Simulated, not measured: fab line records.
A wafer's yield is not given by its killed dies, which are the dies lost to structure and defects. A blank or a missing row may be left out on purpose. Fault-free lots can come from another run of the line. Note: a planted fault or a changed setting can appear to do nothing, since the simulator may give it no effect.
Split-lot experiment | flow n5Finfet | 7 lots, 21 wafers read, on a route of 1938 steps

== ON THE SPLIT ==
At N5_WELL_APT_PEB_06 (peb time 90 s), the setting pebTimeS was moved away from the recipe's 90 s on 7 of the 21 wafers read, by -13.0% to +18.0%. This setting was run at the recipe's value on the other wafers.

== FROM THE SPLIT TO THE READING: what the file shows between them, 2 steps ==
- N5_WELL_APT_DEVELOP_07: develop time 45 s (also split here: developTimeS)
- N5_WELL_APT_HARDBAKE_12: time 120 s

== THE READING ==
cdNm at N5_WELL_APT_CD_MEAS_08, given in nm (cd target 200 nm). Fault-free wafers of this fab line usually give 199.8 nm, standard deviation 1.7 nm.

wafer  | tool, chamber at the split | pebTimeS as run, s | against the recipe | cdNm, nm | against lot-mates on the recipe
L077.2 | lithoTrack-02, 0           | 84.08              | -6.6%              | 198.3    | -2.9
L077.4 | lithoTrack-02, 0           | 84.08              | -6.6%              | 198.4    | -2.8
L077.6 | lithoTrack-02, 0           | 90                 | recipe             | 201.2    | -
L081.2 | lithoTrack-02, 0           | 90                 | recipe             | 199.7    | -
L081.5 | lithoTrack-02, 0           | 90                 | recipe             | 199.3    | -
L081.6 | lithoTrack-02, 0           | 90                 | recipe             | 200.3    | -
L082.4 | lithoTrack-05, 0           | 90                 | recipe             | 199.6    | -
L082.5 | lithoTrack-05, 0           | 102.8              | +14.2%             | 204.9    | +6.5
L082.6 | lithoTrack-05, 0           | 90                 | recipe             | 197.3    | -
L086.1 | lithoTrack-04, 0           | 90                 | recipe             | 195.8    | -
L086.3 | lithoTrack-04, 0           | 90                 | recipe             | 198.9    | -
L086.6 | lithoTrack-04, 0           | 90                 | recipe             | 197.0    | -
L087.1 | lithoTrack-02, 0           | 80.29              | -10.8%             | 195.9    | -5.4
L087.4 | lithoTrack-02, 0           | 90                 | recipe             | 201.9    | -
L087.6 | lithoTrack-02, 0           | 90                 | recipe             | 200.7    | -
L090.2 | lithoTrack-02, 0           | 78.28              | -13.0%             | 195.4    | -2.6
L090.3 | lithoTrack-02, 0           | 90                 | recipe             | 197.8    | -
L090.6 | lithoTrack-02, 0           | 90                 | recipe             | 198.2    | -
L095.1 | lithoTrack-02, 0           | 106.2              | +18.0%             | 205.3    | +6.8
L095.3 | lithoTrack-02, 0           | 106.2              | +18.0%             | 206.9    | +8.4
L095.4 | lithoTrack-02, 0           | 90                 | recipe             | 198.5    | -

THE FIT
A straight line over all 21 wafers: cdNm changes by +0.346 nm for each +1% of pebTimeS; r = +0.87; the points scatter about the line by 1.6 nm.
The same after taking each lot's own level away (the mean of its wafers on the recipe; 21 wafers): +0.403 nm for each +1%; r = +0.96; scatter 0.99 nm.
Per that fit: largest pebTimeS move, reading shift of 7.3 nm.
The lots' own levels span 197.23 to 201.30 nm, that is 2.4 times the standard deviation above.
In other words, the slope is changed by the lot-to-lot level; the two fits disagree.
Check: for one of the wafers moved furthest among these (+18.0%), held out of the fit, the line's prediction against its lot-mates is +7.63 nm. Against them it came out at +6.8 nm.

== THE OTHER SPLITS THESE WAFERS WENT THROUGH ==
Before the reading, these wafers also passed through other splits. Each is held against what the fit with the lots' levels taken away leaves over:
other split on the same wafers      | wafers away from the commonest value | r with cdNm (lot level and that fit taken away)
N5_WELL_APT_COAT_02 spinRpm         | 5                                    | +0.10
N5_WELL_APT_DEVELOP_07 developTimeS | 8                                    | +0.10

== THE WHOLE CHAIN: every reading that the file lists as answering this split, in the file's order ==
step                   | what it does             | reading                                                        | change (the file's fit)               | r (the file's)
N5_WELL_APT_CD_MEAS_08 | target cd 200 nm         | cdNm                                                           | +0.398 nm for each +1% of the setting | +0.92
N5_WELL_APT_DESCUM_13  | chemistry O2, time 7.9 s | WELL_APT.cdNm (the simulator's own value, which no gauge read) | +0.389 nm for each +1% of the setting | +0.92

== FILE'S OWN FIT ==
cdNm changes by +0.398 nm for each +1% of pebTimeS, r = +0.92.
